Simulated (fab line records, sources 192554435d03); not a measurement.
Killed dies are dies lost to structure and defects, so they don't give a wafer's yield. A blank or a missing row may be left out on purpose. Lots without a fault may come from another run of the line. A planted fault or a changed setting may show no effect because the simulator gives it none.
fab line records | flow n5_finfet
record lots=24 wafers=72 last_day=18
route steps=1938 shown FIN_SAQP@135 FIN_CUT@172 STI_FIN_REVEAL@184
lots that met no fault: from a run of the same line without faults
start_h: hours from the record's first day to the start of the lot's first wafer shown | wait_h: hours since the lot's step before | " the same as in the row above | L1.1+2: a row that stands for several wafers | - no value, or no start given | * or withheld: withheld | < > ~ a bound
route shown NAME@n: a module of which the file shows steps, and the number in the route of the first | usual: mean/standard deviation of fault-free wafers | same: alike in all rows | chamber/n: place in a boat | sites: the reading at each site | _std_site: their standard deviation | _edge_site: outer sites' mean less inner sites' | radius_mm: how far each site lies from the wafer's centre | mask NAME#n: copy n | behind: the tool/chamber that last shaped the wafer | hold: why the lot was held/for how many hours/how that ended | device: the transistor (n, p or np) that didn't switch | end of line: the same wafers' tests at the end of the route | a step without rows: its recipe alone | killed: dies lost to structure and defects at the first sort, not the wafer's yield | map: a wafer's dies, x killed, . not, _ none there
set.NAME: the setting as run; set.NAME@STEP: as run at that earlier step | model.NAME: the simulator's own value behind a step, which no gauge read
steps of the route over a sample of lots; a table a step, a row a wafer
services: from which hour (start_h, from the record's first day; less than 0 if before it) a tool's chamber was out of use, for how many hours, and why
## steps
# step N5_FIN_SAQP_ETCH_67
# recipe chemistry=CH3F/O2 target=SiNx target_depth_a=300 mask_material=SOC pressure_mtorr=30 source_w=395 bias_w=73 Ar_flow_sccm=150 CH3F_flow_sccm=30 O2_flow_sccm=20 ion_energy_ev=120
# usual CH3F_flow_sccm=30.00/0.1 drypump_motor_current_A=5.6/0.45 oes_ar_750_au=0.79/0.082 oes_product_au=0.80/0.089 rf_vpp_V=297/9 showerhead_plenum_p_Torr=2.02/0.065 throttle_valve_pct=16.28/0.2
# columns lot.wafer tool chamber start_h wait_h CH3F_flow_sccm drypump_motor_current_A oes_ar_750_au oes_product_au rf_hours_counter_h rf_vpp_V showerhead_plenum_p_Torr throttle_valve_pct
L074.3 rie_diel-05 2 25.66 0.1 30.02 5.1 0.75 0.76 - 308 2.10 16.29
L074.4 " 1 " " 30.13 5.3 0.91 0.95 - 311 2.13 15.97
L074.5 " 1 " " 30.22 5.3 0.92 0.94 - 312 2.13 15.98
L075.3 rie_diel-01 2 30.94 0.0 29.92 5.3 0.91 0.91 25 293 2.05 15.96
L075.4 " 0 " " 30.00 5.2 0.76 0.75 166 291 2.06 16.38
L075.6 " 3 " " 29.84 6.6 0.72 0.72 - 293 2.08 16.02
L076.2 rie_diel-06 0 36.68 0.0 30.02 5.5 0.81 0.81 109 294 1.93 16.39
L076.4 " 2 " " 30.00 5.9 0.95 0.95 27 299 1.97 16.24
L076.5 " 2 " " 30.00 5.8 0.95 0.94 - 299 1.97 16.25
L077.4 rie_diel-06 1 42.69 0.0 29.97 5.5 0.71 0.71 227 291 1.98 16.55
L077.5 " 3 " " 29.81 5.5 0.77 0.76 - 290 2.10 16.28
L077.6 " 2 " " 29.93 5.9 0.94 0.94 - 300 1.96 16.26
L078.1 rie_diel-01 3 48.19 0.0 30.04 6.6 0.71 0.72 162 293 2.08 16.04
L078.2 " 2 " " 30.08 5.3 0.89 0.92 31 293 2.05 15.98
L078.4 " 0 " " 30.04 5.2 0.75 0.74 173 289 2.06 16.40
L079.1 rie_diel-06 2 54.48 0.0 29.98 5.8 0.93 0.95 32 300 1.96 16.26
L079.5 " 3 " " 29.91 5.5 0.77 0.77 - 292 2.10 16.27
L079.6 " 0 " " 29.93 5.5 0.81 0.80 - 295 1.93 16.41
L080.2 rie_diel-01 0 60.20 0.0 29.89 5.2 0.75 0.73 177 289 2.06 16.41
L080.5 " 2 " " 30.02 5.3 0.89 0.90 - 294 2.05 16.00
L080.6 " 0 " " 29.99 5.2 0.74 0.74 - 292 2.06 16.39
L081.2 rie_diel-05 0 71.02 0.0 29.95 5.4 0.73 0.72 186 293 1.98 16.43
L081.4 " 2 " " 30.11 5.1 0.73 0.75 144 309 2.09 16.33
L081.6 " 1 " " 30.00 5.3 0.88 0.90 - 313 2.12 16.01
L082.2 rie_diel-05 2 77.09 0.0 30.12 5.1 0.73 0.74 147 308 2.09 16.35
L082.3 " 0 " " 29.82 5.4 0.72 0.72 189 293 1.98 16.43
L082.4 " 0 " " 30.08 5.4 0.72 0.72 - 294 1.98 16.44
L083.1 rie_diel-06 2 80.31 0.0 29.97 5.9 0.93 0.93 40 299 1.96 16.28
L083.2 " 3 " " 30.07 5.5 0.75 0.76 145 290 2.10 16.29
L083.5 " 0 " " 29.95 5.5 0.80 0.79 - 295 1.92 16.42
L084.1 rie_diel-01 3 86.03 0.0 29.90 6.6 0.71 0.71 176 293 2.07 16.07
L084.4 " 1 " " 29.97 6.0 0.76 0.74 169 285 1.94 16.62
L084.5 " 3 " " 29.95 6.6 0.71 0.70 - 292 2.07 16.07
L085.2 rie_diel-06 3 91.99 0.0 30.04 5.5 0.76 0.75 148 290 2.10 16.29
L085.4 " 2 " " 30.09 5.9 0.92 0.92 44 298 1.96 16.29
L085.5 " 0 " " 29.78 5.6 0.80 0.79 - 296 1.92 16.43
L086.3 rie_diel-01 2 98.69 0.0 30.01 5.3 0.86 0.89 50 292 2.04 16.02
L086.4 " 0 " " 30.00 5.2 0.74 0.73 190 289 2.05 16.41
L086.5 " 2 " " 30.10 5.3 0.86 0.89 - 293 2.04 16.04
L087.2 rie_diel-05 0 103.01 0.0 29.89 5.4 0.71 0.71 200 295 1.98 16.45
L087.4 " 2 " " 29.95 5.1 0.72 0.73 156 308 2.09 16.36
L087.5 " 0 " " 29.93 5.4 0.71 0.71 - 293 1.98 16.47
L088.1 rie_diel-01 1 108.69 0.0 29.93 6.0 0.76 0.73 177 287 1.94 16.65
L088.2 " 3 " " 30.05 6.6 0.70 0.70 185 292 2.07 16.09
L088.3 " 2 " " 30.12 5.3 0.86 0.88 54 294 2.04 16.03
L089.4 rie_diel-01 2 115.98 0.0 30.07 5.3 0.85 0.87 59 294 2.04 16.04
L089.5 " 2 " " 29.94 5.3 0.86 0.86 - 291 2.04 16.03
L089.6 " 3 " " 30.02 6.6 0.69 0.70 - 292 2.07 16.09
L090.2 rie_diel-05 3 122.08 0.0 29.99 5.2 0.88 0.89 31 318 1.96 16.15
L090.3 " 2 " " 29.97 5.1 0.72 0.74 164 308 2.09 16.38
L090.6 " 0 " " 29.95 5.4 0.70 0.71 - 295 1.97 16.48
L091.1 rie_diel-01 2 127.59 0.0 30.10 5.3 0.85 0.86 64 292 2.04 16.04
L091.3 " 3 " " 30.10 6.6 0.69 0.69 192 295 2.07 16.10
L091.6 " 1 " " 29.83 6.0 0.75 0.72 - 286 1.93 16.64
L092.1 rie_diel-05 2 133.58 0.0 30.03 5.1 0.72 0.73 168 309 2.09 16.39
L092.4 " 0 " " 29.99 5.4 0.71 0.70 211 293 1.97 16.48
L092.5 " 2 " " 30.10 5.1 0.72 0.73 - 308 2.09 16.38
L093.2 rie_diel-01 2 139.87 0.0 30.01 5.3 0.84 0.86 68 294 2.04 16.07
L093.3 " 1 " " 30.04 6.0 0.74 0.72 190 287 1.93 16.65
L093.6 " 2 " " 30.04 5.3 0.85 0.86 - 292 2.04 16.07
L094.1 rie_diel-01 3 146.86 0.0 30.15 6.6 0.69 0.69 197 293 2.07 16.11
L094.4 " 1 " " 30.02 6.0 0.74 0.72 192 288 1.93 16.66
L094.5 " 0 " " 29.90 5.2 0.73 0.72 - 290 2.05 16.44
L095.1 rie_diel-06 2 151.27 0.0 30.06 5.9 0.89 0.89 60 298 1.95 16.32
L095.3 " 3 " " 30.04 5.5 0.74 0.74 165 291 2.09 16.33
L095.5 " 1 " " 30.09 5.5 0.97 1.01 - 292 1.97 16.11
L096.1 rie_diel-06 0 157.65 0.0 30.04 5.5 0.78 0.77 144 294 1.92 16.46
L096.3 " 2 " " 29.93 5.8 0.89 0.88 63 299 1.95 16.32
L096.6 " 1 " " 30.04 5.6 0.96 0.99 - 289 1.97 16.10
L097.2 rie_diel-05 3 162.85 0.0 29.96 5.2 0.85 0.89 41 319 1.96 16.18
L097.3 " 2 " " 30.21 5.1 0.71 0.72 175 307 2.08 16.41
L097.5 " 0 " " 29.99 5.4 0.70 0.69 - 295 1.97 16.48
# step N5_FIN_SAQP_HM_CD_35
# recipe target_cd_nm=8 polarity=line
# usual cd_nm=8.14/0.26
# columns lot.wafer tool chamber start_h wait_h cd_nm
L074.3 cd_sem-02 - 26.81 0.1 8.19
L074.4 " - " " 8.27
L074.5 " - " " 8.51
L075.3 cd_sem-03 - 32.39 0.1 8.28
L075.4 " - " " 8.17
L075.6 " - " " 7.90
L076.2 cd_sem-01 - 37.75 0.1 8.41
L076.4 " - " " 7.85
L076.5 " - " " 7.72
L077.4 cd_sem-02 - 44.11 0.1 7.85
L077.5 " - " " 7.61
L077.6 " - " " 8.80
L078.1 cd_sem-02 - 49.82 0.1 8.29
L078.2 " - " " 7.77
L078.4 " - " " 8.11
L079.1 cd_sem-01 - 55.86 0.1 7.99
L079.5 " - " " 8.40
L079.6 " - " " 7.92
L080.2 cd_sem-02 - 62.03 0.1 8.72
L080.5 " - " " 8.30
L080.6 " - " " 8.39
L081.2 cd_sem-01 - 72.05 0.1 8.24
L081.4 " - " " 8.21
L081.6 " - " " 8.40
L082.2 cd_sem-02 - 78.53 0.1 7.85
L082.3 " - " " 7.89
L082.4 " - " " 8.08
L083.1 cd_sem-03 - 81.62 0.1 8.03
L083.2 " - " " 8.01
L083.5 " - " " 8.26
L084.1 cd_sem-03 - 87.54 0.1 8.17
L084.4 " - " " 8.10
L084.5 " - " " 7.89
L085.2 cd_sem-02 - 94.69 0.1 8.38
L085.4 " - " " 8.22
L085.5 " - " " 8.08
L086.3 cd_sem-01 - 99.80 0.1 8.63
L086.4 " - " " 8.13
L086.5 " - " " 7.90
L087.2 cd_sem-03 - 104.06 0.1 8.37
L087.4 " - " " 7.89
L087.5 " - " " 8.14
L088.1 cd_sem-02 - 110.38 0.1 7.83
L088.2 " - " " 8.23
L088.3 " - " " 8.11
L089.4 cd_sem-03 - 117.10 0.1 7.82
L089.5 " - " " 7.96
L089.6 " - " " 8.29
L090.2 cd_sem-03 - 123.56 0.1 8.54
L090.3 " - " " 8.21
L090.6 " - " " 8.13
L091.1 cd_sem-01 - 128.62 0.1 8.27
L091.3 " - " " 8.15
L091.6 " - " " 8.19
L092.1 cd_sem-03 - 134.73 0.1 8.35
L092.4 " - " " 8.06
L092.5 " - " " 8.07
L093.2 cd_sem-02 - 140.91 0.1 8.13
L093.3 " - " " 7.95
L093.6 " - " " 8.12
L094.1 cd_sem-01 - 147.90 0.1 8.03
L094.4 " - " " 8.07
L094.5 " - " " 8.45
L095.1 cd_sem-01 - 152.30 0.1 7.98
L095.3 " - " " 7.86
L095.5 " - " " 8.07
L096.1 cd_sem-01 - 158.91 0.1 8.36
L096.3 " - " " 8.39
L096.6 " - " " 7.94
L097.2 cd_sem-01 - 163.89 0.1 7.97
L097.3 " - " " 8.54
L097.5 " - " " 7.88
# step N5_FIN_CUT_STRIP_24
# recipe chemistry=CF4 resist=SiARC power_w=300 bias_power_w=75 pressure_mtorr=50 cf4_flow_sccm=150 rf_frequency_hz=6e+07
# usual drypump_motor_current_A=5.6/0.43 oes_product_au=0.76/0.067 rf_vpp_V=271.6/1.2 showerhead_plenum_p_Torr=1.82/0.05 throttle_valve_pct=13.61/0.24
# columns lot.wafer tool chamber start_h wait_h drypump_motor_current_A oes_product_au rf_hours_counter_h rf_vpp_V showerhead_plenum_p_Torr throttle_valve_pct
L074.3 rie_diel-03 3 27.97 0.0 6.0 0.82 103 271.0 1.83 13.70
L074.4 " 2 " " 5.6 0.89 38 271.3 1.84 13.37
L074.5 " 3 " " 6.0 0.81 - 272.2 1.83 13.70
L075.3 rie_diel-03 0 33.58 0.0 5.5 0.67 229 270.7 1.74 13.55
L075.4 " 3 " " 6.0 0.82 104 272.1 1.83 13.69
L075.6 " 2 " " 5.6 0.88 - 272.4 1.84 13.38
L076.2 rie_diel-03 2 39.04 0.0 5.6 0.88 42 272.4 1.84 13.38
L076.4 " 3 " " 6.0 0.81 106 271.5 1.83 13.70
L076.5 " 3 " " 6.0 0.81 - 270.5 1.83 13.71
L077.4 rie_diel-02 0 45.57 0.0 5.6 0.83 66 270.1 1.74 13.28
L077.5 " 2 " " 5.4 0.76 - 273.7 1.87 13.34
L077.6 " 1 " " 6.5 0.75 - 271.8 1.79 13.55
L078.1 rie_diel-02 0 51.25 0.0 5.5 0.83 68 271.1 1.74 13.27
L078.2 " 2 " " 5.4 0.77 125 272.2 1.87 13.35
L078.4 " 2 " " 5.4 0.77 - 272.0 1.87 13.33
L079.1 rie_diel-04 2 57.15 0.0 5.6 0.86 40 273.7 1.89 13.30
L079.5 " 1 " " 5.8 0.71 - 271.7 1.79 13.84
L079.6 " 0 " " 6.0 0.74 - 273.8 1.88 13.91
L080.2 rie_diel-04 3 64.40 0.0 5.2 0.72 167 273.4 1.86 13.65
L080.5 " 0 " " 6.0 0.73 - 271.5 1.88 13.89
L080.6 " 3 " " 5.2 0.72 - 274.2 1.86 13.66
L081.2 rie_diel-04 0 73.33 0.0 6.0 0.73 186 272.6 1.88 13.90
L081.4 " 3 " " 5.2 0.72 171 271.8 1.86 13.68
L081.6 " 0 " " 6.0 0.74 - 273.5 1.88 13.90
L082.2 rie_diel-02 0 79.93 0.0 5.6 0.83 76 269.4 1.74 13.29
L082.3 " 3 " " 5.0 0.70 207 271.5 1.78 13.84
L082.4 " 2 " " 5.4 0.75 138 272.3 1.86 13.37
L083.1 rie_diel-04 2 82.91 0.0 5.6 0.86 50 274.1 1.88 13.33
L083.2 " 1 " " 5.8 0.71 177 270.4 1.78 13.89
L083.5 " 0 " " 6.0 0.73 - 273.7 1.88 13.92
L084.1 rie_diel-02 1 88.82 0.0 6.5 0.74 174 271.2 1.79 13.57
L084.4 " 2 " " 5.4 0.76 141 273.5 1.86 13.36
L084.5 " 2 " " 5.4 0.75 - 274.1 1.86 13.37
L085.2 rie_diel-04 3 95.97 0.0 5.2 0.71 179 274.1 1.86 13.67
L085.4 " 0 " " 6.0 0.73 194 273.0 1.88 13.92
L085.5 " 3 " " 5.2 0.71 - 272.6 1.86 13.68
L086.3 rie_diel-02 3 101.19 0.0 5.1 0.70 213 270.1 1.78 13.84
L086.4 " 0 " " 5.5 0.81 83 270.3 1.74 13.33
L086.5 " 3 " " 5.0 0.70 - 271.9 1.78 13.86
L087.2 rie_diel-02 2 105.24 0.0 5.4 0.75 146 274.5 1.86 13.39
L087.4 " 1 " " 6.5 0.73 179 270.6 1.79 13.60
L087.5 " 3 " " 5.1 0.70 - 272.2 1.78 13.87
L088.1 rie_diel-04 2 111.66 0.0 5.6 0.84 60 273.4 1.88 13.35
L088.2 " 0 " " 6.0 0.72 201 271.5 1.88 13.93
L088.3 " 1 " " 5.8 0.70 187 270.2 1.78 13.90
L089.4 rie_diel-03 1 118.57 0.0 4.9 0.68 248 271.1 1.78 14.09
L089.5 " 3 " " 6.0 0.80 - 271.6 1.83 13.74
L089.6 " 0 " " 5.6 0.67 - 270.8 1.74 13.57
L090.2 rie_diel-02 2 124.71 0.0 5.3 0.75 151 273.0 1.86 13.39
L090.3 " 1 " " 6.5 0.73 184 270.0 1.78 13.60
L090.6 " 1 " " 6.5 0.73 - 270.5 1.78 13.60
L091.1 rie_diel-04 2 129.91 0.0 5.6 0.82 68 273.2 1.88 13.36
L091.3 " 3 " " 5.2 0.71 186 270.9 1.86 13.70
L091.6 " 2 " " 5.6 0.83 - 272.0 1.88 13.36
L092.1 rie_diel-04 0 136.38 0.0 6.0 0.72 205 273.2 1.88 13.95
L092.4 " 3 " " 5.2 0.71 189 272.7 1.86 13.70
L092.5 " 3 " " 5.2 0.70 - 272.2 1.86 13.69
L093.2 rie_diel-02 3 142.11 0.0 5.0 0.69 221 271.2 1.77 13.90
L093.3 " 1 " " 6.5 0.73 185 270.9 1.78 13.61
L093.6 " 0 " " 5.5 0.81 - 269.9 1.73 13.34
L094.1 rie_diel-02 0 149.18 0.0 5.5 0.81 91 268.7 1.73 13.34
L094.4 " 2 " " 5.4 0.74 154 272.9 1.86 13.39
L094.5 " 1 " " 6.5 0.72 - 270.3 1.78 13.62
L095.1 rie_diel-03 2 153.47 0.0 5.6 0.84 68 271.2 1.83 13.43
L095.3 " 3 " " 6.0 0.79 134 270.9 1.82 13.78
L095.5 " 3 " " 6.0 0.78 - 272.7 1.82 13.77
L096.1 rie_diel-04 1 160.08 0.0 5.8 0.69 202 271.5 1.78 13.93
L096.3 " 0 " " 6.0 0.72 210 273.3 1.87 13.94
L096.6 " 2 " " 5.6 0.82 - 272.6 1.88 13.40
L097.2 rie_diel-03 2 165.05 0.0 5.6 0.83 72 272.6 1.83 13.46
L097.3 " 0 " " 5.6 0.95 3 269.9 1.74 12.99
L097.5 " 3 " " 6.0 0.78 - 271.1 1.82 13.79
# step N5_FIN_CUT_INSPECT_17
# recipe inspect_instrument=brightfield mode=aei
# usual raw_defect_count=236/62
# columns lot.wafer tool chamber start_h wait_h raw_defect_count
L074.3 defect_inspect-01 - 28.47 0.0 222
L074.4 " - " " 197
L074.5 " - " " 223
L075.3 defect_inspect-02 - 34.08 0.0 219
L075.4 " - " " 275
L075.6 " - " " 237
L076.2 defect_inspect-02 - 39.53 0.0 237
L076.4 " - " " 267
L076.5 " - " " 306
L077.4 defect_inspect-01 - 46.14 0.0 311
L077.5 " - " " 236
L077.6 " - " " 218
L078.1 defect_inspect-02 - 51.77 0.0 191
L078.2 " - " " 237
L078.4 " - " " 185
L079.1 defect_inspect-01 - 57.65 0.0 188
L079.5 " - " " 231
L079.6 " - " " 180
L080.2 defect_inspect-02 - 64.90 0.0 184
L080.5 " - " " 310
L080.6 " - " " 293
L081.2 defect_inspect-01 - 74.04 0.0 248
L081.4 " - " " 182
L081.6 " - " " 228
L082.2 defect_inspect-02 - 80.43 0.0 257
L082.3 " - " " 226
L082.4 " - " " 241
L083.1 defect_inspect-01 - 83.41 0.0 274
L083.2 " - " " 124
L083.5 " - " " 175
L084.1 defect_inspect-02 - 89.43 0.0 400
L084.4 " - " " 360
L084.5 " - " " 294
L085.2 defect_inspect-01 - 96.47 0.0 336
L085.4 " - " " 188
L085.5 " - " " 131
L086.3 defect_inspect-01 - 101.68 0.0 220
L086.4 " - " " 140
L086.5 " - " " 238
L087.2 defect_inspect-02 - 105.74 0.0 225
L087.4 " - " " 269
L087.5 " - " " 333
L088.1 defect_inspect-01 - 112.16 0.0 183
L088.2 " - " " 140
L088.3 " - " " 208
L089.4 defect_inspect-02 - 119.23 0.0 299
L089.5 " - " " 236
L089.6 " - " " 264
L090.2 defect_inspect-02 - 125.27 0.0 144
L090.3 " - " " 203
L090.6 " - " " 164
L091.1 defect_inspect-02 - 130.57 0.0 353
L091.3 " - " " 207
L091.6 " - " " 259
L092.1 defect_inspect-02 - 137.09 0.0 259
L092.4 " - " " 118
L092.5 " - " " 284
L093.2 defect_inspect-02 - 142.61 0.0 196
L093.3 " - " " 236
L093.6 " - " " 201
L094.1 defect_inspect-01 - 150.02 0.0 208
L094.4 " - " " 202
L094.5 " - " " 318
L095.1 defect_inspect-02 - 154.04 0.0 164
L095.3 " - " " 137
L095.5 " - " " 209
L096.1 defect_inspect-02 - 160.58 0.0 257
L096.3 " - " " 193
L096.6 " - " " 204
L097.2 defect_inspect-01 - 165.57 0.0 238
L097.3 " - " " 219
L097.5 " - " " 205
# step N5_STI_FIN_REVEAL_ALD_14
# recipe material=Si3N4 target_thk_a=30 temp_c=400 ald_precursor_family=SiH2I2 ald_co_reactant=N2/H2-plasma pressure_torr=2
# usual heater_power_w=878/81
# columns lot.wafer tool chamber start_h wait_h heater_power_w
L074.3 ald_sin-01 0 28.71 0.0 790
L074.4 " 1 " " 941
L074.5 " 0 " " 759
L075.3 ald_sin-03 3 34.16 0.0 775
L075.4 " 1 " " 894
L075.6 " 1 " " 878
L076.2 ald_sin-01 0 39.62 0.0 765
L076.4 " 3 " " 856
L076.5 " 0 " " 780
L077.4 ald_sin-02 2 46.22 0.0 936
L077.5 " 1 " " 840
L077.6 " 2 " " 913
L078.1 ald_sin-02 1 51.86 0.0 839
L078.2 " 3 " " 953
L078.4 " 2 " " 934
L079.1 ald_sin-03 0 57.73 0.0 903
L079.5 " 0 " " 928
L079.6 " 3 " " 769
L080.2 ald_sin-01 2 66.12 0.0 818
L080.5 " 2 " " 800
L080.6 " 3 " " 850
L081.2 ald_sin-01 1 74.41 0.0 937
L081.4 " 3 " " 853
L081.6 " 1 " " 937
L082.2 ald_sin-02 3 80.51 0.0 972
L082.3 " 0 " " 1067
L082.4 " 1 " " 828
L083.1 ald_sin-01 0 83.76 0.0 772
L083.2 " 3 " " 861
L083.5 " 2 " " 799
L084.1 ald_sin-02 1 89.52 0.0 849
L084.4 " 0 " " 1040
L084.5 " 2 " " 917
L085.2 ald_sin-03 3 96.56 0.0 756
L085.4 " 3 " " 779
L085.5 " 2 " " 848
L086.3 ald_sin-03 3 101.95 0.0 773
L086.4 " 1 " " 860
L086.5 " 2 " " 852
L087.2 ald_sin-02 0 106.64 0.0 1067
L087.4 " 2 " " 940
L087.5 " 1 " " 829
L088.1 ald_sin-03 2 112.24 0.0 859
L088.2 " 1 " " 883
L088.3 " 0 " " 910
L089.4 ald_sin-02 2 119.32 0.0 909
L089.5 " 3 " " 983
L089.6 " 0 " " 1060
L090.2 ald_sin-01 0 125.36 0.0 771
L090.3 " 1 " " 973
L090.6 " 3 " " 865
L091.1 ald_sin-03 2 130.66 0.0 869
L091.3 " 0 " " 938
L091.6 " 0 " " 899
L092.1 ald_sin-01 2 138.10 0.0 828
L092.4 " 3 " " 848
L092.5 " 1 " " 943
L093.2 ald_sin-03 0 142.90 0.0 893
L093.3 " 3 " " 775
L093.6 " 3 " " 768
L094.1 ald_sin-03 3 150.18 0.0 774
L094.4 " 2 " " 846
L094.5 " 0 " " 935
L095.1 ald_sin-03 1 155.01 0.0 883
L095.3 " 0 " " 920
L095.5 " 1 " " 886
L096.1 ald_sin-02 2 160.67 0.0 938
L096.3 " 1 " " 840
L096.6 " 1 " " 834
L097.2 ald_sin-01 0 166.37 0.0 766
L097.3 " 2 " " 806
L097.5 " 1 " " 930
# step N5_STI_FIN_REVEAL_THK_MEAS_05
# usual thk_nm=131.9/1.5
# columns lot.wafer tool chamber start_h wait_h thk_nm
L074.3 film_metro-02 - 34.07 - 132.2
L074.4 " - " " 129.1
L074.5 " - " " 130.0
L075.3 film_metro-02 - 40.30 - 130.2
L075.4 " - " " 130.4
L075.6 " - " " 128.3
L076.2 film_metro-01 - 45.55 - 133.1
L076.4 " - " " 130.8
L076.5 " - " " 132.0
L077.4 film_metro-02 - 51.55 - 134.4
L077.5 " - " " 135.0
L077.6 " - " " 133.3
L078.1 film_metro-02 - 57.19 - 128.3
L078.2 " - " " 130.1
L078.4 " - " " 128.4
L079.1 film_metro-01 - 63.07 - 131.3
L079.5 " - " " 130.8
L079.6 " - " " 133.3
L080.2 film_metro-02 - 71.45 - 131.1
L080.5 " - " " 131.6
L080.6 " - " " 131.3
L081.2 film_metro-01 - 79.74 - 130.7
L081.4 " - " " 131.1
L081.6 " - " " 132.0
L082.2 film_metro-01 - 85.86 - 132.5
L082.3 " - " " 134.0
L082.4 " - " " 134.2
L083.1 film_metro-01 - 89.10 - 129.6
L083.2 " - " " 132.4
L083.5 " - " " 132.1
L084.1 film_metro-01 - 94.85 - 132.7
L084.4 " - " " 132.7
L084.5 " - " " 132.5
L085.2 film_metro-01 - 101.89 - 134.0
L085.4 " - " " 132.9
L085.5 " - " " 131.9
L086.3 film_metro-02 - 107.29 - 133.3
L086.4 " - " " 135.6
L086.5 " - " " 131.2
L087.2 film_metro-02 - 111.98 - 133.2
L087.4 " - " " 131.2
L087.5 " - " " 131.6
L088.1 film_metro-02 - 117.57 - 131.4
L088.2 " - " " 134.4
L088.3 " - " " 133.9
L089.4 film_metro-02 - 124.67 - 132.6
L089.5 " - " " 133.7
L089.6 " - " " 132.1
L090.2 film_metro-02 - 130.72 - 131.8
L090.3 " - " " 131.8
L090.6 " - " " 130.8
L091.1 film_metro-01 - 135.99 - 132.6
L091.3 " - " " 131.6
L091.6 " - " " 134.3
L092.1 film_metro-01 - 143.43 - 131.5
L092.4 " - " " 131.5
L092.5 " - " " 134.6
L093.2 film_metro-01 - 148.25 - 133.2
L093.3 " - " " 130.3
L093.6 " - " " 132.0
L094.1 film_metro-02 - 155.63 - 131.3
L094.4 " - " " 132.8
L094.5 " - " " 129.7
L095.1 film_metro-01 - 160.48 - 130.2
L095.3 " - " " 131.9
L095.5 " - " " 130.8
L096.1 film_metro-01 - 166.00 - 129.6
L096.3 " - " " 128.3
L096.6 " - " " 132.2
L097.2 film_metro-02 - 171.70 - 133.1
L097.3 " - " " 132.2
L097.5 " - " " 133.1
## services
# columns tool chamber start_h hours kind
rie_diel-05 2 3.19 4.0 repair
rie_diel-05 0 20.37 14.8 repair
rie_diel-02 - 22.07 1.7 repair
ald_sin-01 1 22.20 1.4 repair
ald_sin-01 2 25.57 2.9 repair
rie_diel-05 3 35.77 2.5 repair
ald_sin-01 1 48.60 4.0 repair
rie_diel-02 3 51.13 3.8 repair
ald_sin-01 2 56.64 1.3 repair
rie_diel-05 3 58.57 3.7 repair
rie_diel-01 1 59.16 9.5 repair
rie_diel-06 0 66.90 6.4 repair
ald_sin-02 2 70.70 3.0 repair
rie_diel-02 0 72.37 6.3 repair
rie_diel-05 1 74.67 4.5 repair
ald_sin-03 1 75.90 1.4 repair
ald_sin-01 0 92.58 7.2 repair
ald_sin-03 0 95.21 2.7 repair
rie_diel-04 3 100.75 14.7 repair
ald_sin-01 0 106.54 14.0 repair
rie_diel-01 0 116.87 1.2 repair
rie_diel-04 0 119.99 13.8 repair
rie_diel-02 - 124.83 14.6 pm
ald_sin-03 3 143.82 2.7 repair
## key
fault none
